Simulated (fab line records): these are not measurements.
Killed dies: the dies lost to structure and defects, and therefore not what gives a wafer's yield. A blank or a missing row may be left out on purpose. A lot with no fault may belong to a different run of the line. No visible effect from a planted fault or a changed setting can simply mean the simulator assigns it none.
Chamber matching -- flow n5Finfet -- rieDiel-01 running N5_BEOL_M2_ETCH_74: 4 sister chambers
The step etches underlayer in N2/H2, target depth 6.5 nm, time 5.2 s. 16 wafers are shown with their chamber, then 8 later ones without.

== WAFERS WITH THEIR CHAMBER ==
wafer,chamber,showerheadPlenumPTorr (Torr),drypumpMotorCurrentA (A),throttleValvePct (%)
L079.1,2,2.53,5.5,17.76
L079.2,1,2.49,4.9,17.54
L079.3,3,2.60,5.8,17.71
L084.1,0,2.61,5.3,18.05
L084.3,1,2.49,4.9,17.55
L084.6,3,2.60,5.8,17.70
L086.2,3,2.60,5.8,17.71
L086.5,2,2.53,5.5,17.79
L086.6,3,2.60,5.8,17.70
L087.3,3,2.60,5.8,17.72
L087.5,2,2.53,5.5,17.80
L087.6,3,2.60,5.8,17.72
L088.1,3,2.60,5.8,17.73
L088.2,0,2.61,5.4,18.04
L088.3,2,2.52,5.5,17.78
L088.4,1,2.49,4.9,17.59

SIGNATURES, as means of the wafers listed above
reading,chamber 0,chamber 1,chamber 2,chamber 3,scatter within a chamber
showerheadPlenumPTorr,2.6100,2.4900,2.5275,2.6000,0.0025
drypumpMotorCurrentA,5.350,4.900,5.500,5.800,0.0204
throttleValvePct,18.0450,17.5600,17.7825,17.7129,0.016
Rule: for each reading, subtract the chamber's mean from the wafer's reading, divide by that reading's scatter and square the result; add these up over the readings and take the root, which gives the wafer's distance from the chamber. If the next closest chamber is less than 2 further off than the closest, the wafer can't be placed; otherwise it belongs to the closest. The scatter: the root of (the sum of the squares of (reading less its chamber's mean) over the shown wafers, divided by (wafers less chambers)).

== WAFERS MISSING THEIR CHAMBER ==
wafer,showerheadPlenumPTorr (Torr),drypumpMotorCurrentA (A),throttleValvePct (%)
L088.5,2.52,5.5,17.80
L088.6,2.60,5.8,17.73
L090.1,2.61,5.4,18.03
L090.3,2.59,5.8,17.75
L090.5,2.59,5.8,17.73
L092.1,2.48,4.9,17.59
L092.2,2.52,5.5,17.83
L092.3,2.59,5.8,17.75

== WHICH CHAMBER EACH WENT THROUGH ==
wafer,from the rows above,in truth
L088.5,2,2
L088.6,3,3
L090.1,0,0
L090.3,3,3
L090.5,3,3
L092.1,1,1
L092.2,2,2
L092.3,3,3
8 of 8 placed correctly. Not placeable from these rows: 0. Placed wrongly: 0.
